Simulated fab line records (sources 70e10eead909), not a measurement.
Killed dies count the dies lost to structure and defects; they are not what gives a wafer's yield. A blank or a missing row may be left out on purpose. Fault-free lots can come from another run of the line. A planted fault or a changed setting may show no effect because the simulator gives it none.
Matching of chambers | flow nandHarc | NHARC_A_M1_PRE_CLEAN_32 on pecvd-04: 3 sister chambers
The step time 12 s. 3 wafers are shown with their chamber, then 9 later ones without.

WAFERS WITH THEIR CHAMBER
wafer  | chamber | heaterPowerW (W)
L087.2 | 0       | 533
L087.3 | 1       | 609
L087.4 | 2       | 545

WAFERS MISSING THEIR CHAMBER
wafer  | heaterPowerW (W)
L091.2 | 496
L091.3 | 575
L091.4 | 579
L092.1 | 525
L092.2 | 559
L092.5 | 569
L093.2 | 500
L093.3 | 507
L093.4 | 583

WHICH CHAMBER EACH WENT THROUGH
wafer  | from the rows above          | in truth
L091.2 | can't be placed: 0 or 2      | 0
L091.3 | can't be placed: 2 or 1 or 0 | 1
L091.4 | can't be placed: 1 or 2 or 0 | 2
L092.1 | can't be placed: 0 or 2      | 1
L092.2 | can't be placed: 2 or 0 or 1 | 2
L092.5 | can't be placed: 2 or 0 or 1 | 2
L093.2 | can't be placed: 0 or 2      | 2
L093.3 | can't be placed: 0 or 2      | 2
L093.4 | can't be placed: 1 or 2 or 0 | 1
Correct placement for 0 of the 9. Can't be placed from these rows: 9 (the true chamber is among the candidates in 8). Placed wrongly: 0.
How it was worked out, from the rows above alone: a wafer's distance from a chamber is the root of the sum, over the readings, of the square of ((its reading less the chamber's mean) divided by the reading's scatter). The wafer belongs to the nearest chamber; if the next one is less than 2 further off, it can't be placed. A chamber's mean is the mean of its shown wafers. The scatter: with one shown wafer a chamber, the root of the mean of the squares of how far each hidden wafer lies from its nearest shown one.
